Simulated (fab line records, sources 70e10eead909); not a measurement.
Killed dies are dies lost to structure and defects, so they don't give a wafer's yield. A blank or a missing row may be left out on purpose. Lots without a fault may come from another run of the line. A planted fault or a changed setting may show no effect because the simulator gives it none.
A struck lot beside a sound one | flow nand_harc | 15 steps out of a route of 1302
Sound: wafers L288.2, L288.4, L288.6. Struck: wafers L279.4, L279.5. The cause comes at the end.
At each step with rows: each side's tool, then ch and its chambers, then its first start. Under that, the readings that differ: sound wafers | struck wafers | difference of the means | sigmas: that difference in standard deviations of wafers without a fault.
alike: readings whose means differ by less than 2 such deviations, and words and numbers that are the same on both sides. not compared: withheld readings, readings that some wafer has no value for, bounds like >300 that may hide the same value, and numbers for which the record gives no deviation and whose values overlap.
The two part at a step that has a row with sigmas, a row that says differs or no value, or rows on one side only. Numbers that don't overlap but have no deviation are shown without sigmas and don't part them. A reading that every wafer of one side lacks parts them only if that side has two wafers or more.

first, 1 step without rows for these wafers: NHARC_A_CONTACT_ETCH_128 (etches the open film in C4F8/O2/Ar, time 197 s, target depth 1918 nm).
NHARC_A_CONTACT_ETCH_129: etches the open film in C4F8/O2/Ar, time 197 s, target depth 1918 nm.
  sound on har_cap_etch-02 ch 1, day 28 07:56; struck on har_cap_etch-01 ch 0,1, day 24 03:20
  alike: chamber_pressure_mTorr
  not compared: rf_hours_counter_h
then, 2 steps without rows for these wafers: NHARC_A_CONTACT_ETCH_130 (etches the open film in C4F8/O2/Ar, time 197 s, target depth 1918 nm); NHARC_A_CONTACT_ETCH_131 (etches the open film in C4F8/O2/Ar, time 197 s, target depth 1918 nm).
NHARC_A_CONTACT_ETCH_132: etches the open film in C4F8/O2/Ar, time 197 s, target depth 1924 nm.
  sound on har_cap_etch-02 ch 1, day 28 08:28; struck on har_cap_etch-01 ch 0,1, day 24 03:52
  alike: chamber_pressure_mTorr
  not compared: rf_hours_counter_h
NHARC_A_CONTACT_ETCH_133: etches the open film in C4F8/O2/Ar, time 374 s, target depth 1610 nm.
  sound on har_cap_etch-02 ch 1, day 28 08:38; struck on har_cap_etch-01 ch 0,1, day 24 04:10
  alike: chamber_pressure_mTorr
  not compared: rf_hours_counter_h
NHARC_A_CONTACT_ETCH_91: etches the open film in CH3F/O2, target depth 40 nm, time 85.7 s.
  sound on rie_diel-08 ch 1,2,3, day 28 09:25; struck on rie_diel-05 ch 3, day 24 04:45
  alike: chamber_pressure_mTorr, drypump_motor_current_A, oes_product_au, rf_vpp_V, showerhead_plenum_p_Torr, throttle_valve_pct
  not compared: rf_hours_counter_h
NHARC_A_CONTACT_ETCH_97: etches the open film in C4F6/O2, target depth 20 nm, time 10 s.
  sound on rie_diel-08 ch 0,1,3; struck on rie_diel-05 ch 1
  reading                        | sound                | struck        | difference | sigmas
  chamber_pressure_mTorr (mTorr) | 29.976 29.968 30.009 | 30.033 30.048 | +0.056     | +2
  alike: drypump_motor_current_A, oes_product_au, rf_vpp_V, showerhead_plenum_p_Torr, throttle_valve_pct
  not compared: rf_hours_counter_h
NHARC_A_CONTACT_CD_MEAS_80:
  sound on cd_sem-03, day 28 09:39; struck on cd_sem-01, day 24 04:58
  alike: cd_nm
then, 3 steps without rows for these wafers: NHARC_A_CONTACT_STRIP_103 (strips in N2/H2); NHARC_A_CONTACT_STRIP_104 (strips in CF4/CHF3); NHARC_A_CONTACT_STRIP_105 (strips in O2/COS).
NHARC_A_CONTACT_ETCH_106: etches the open film in CF4/O2, target depth 90 nm, overetch 9 nm, time 49.5 s.
  sound on rie_diel-01 ch 2,3, day 28 09:57; struck on rie_diel-05 ch 0,1, day 24 05:16
  reading                     | sound             | struck      | difference | sigmas
  drypump_motor_current_A (A) | 6.10 5.62 6.11    | 5.42 5.47   | -0.50      | -3
  oes_product_au (a.u.)       | 0.994 1.001 0.999 | 0.887 0.893 | -0.108     | -12
  alike: chamber_pressure_mTorr, rf_vpp_V, showerhead_plenum_p_Torr, throttle_valve_pct
  not compared: rf_hours_counter_h
then, 2 steps without rows for these wafers: NHARC_A_CONTACT_STRIP_82 (strips in O2); NHARC_END_SORT_01.

WHERE THEY PART
First at NHARC_A_CONTACT_ETCH_97; last, within this record, at NHARC_A_CONTACT_ETCH_106.

WHY: what the simulator had put in
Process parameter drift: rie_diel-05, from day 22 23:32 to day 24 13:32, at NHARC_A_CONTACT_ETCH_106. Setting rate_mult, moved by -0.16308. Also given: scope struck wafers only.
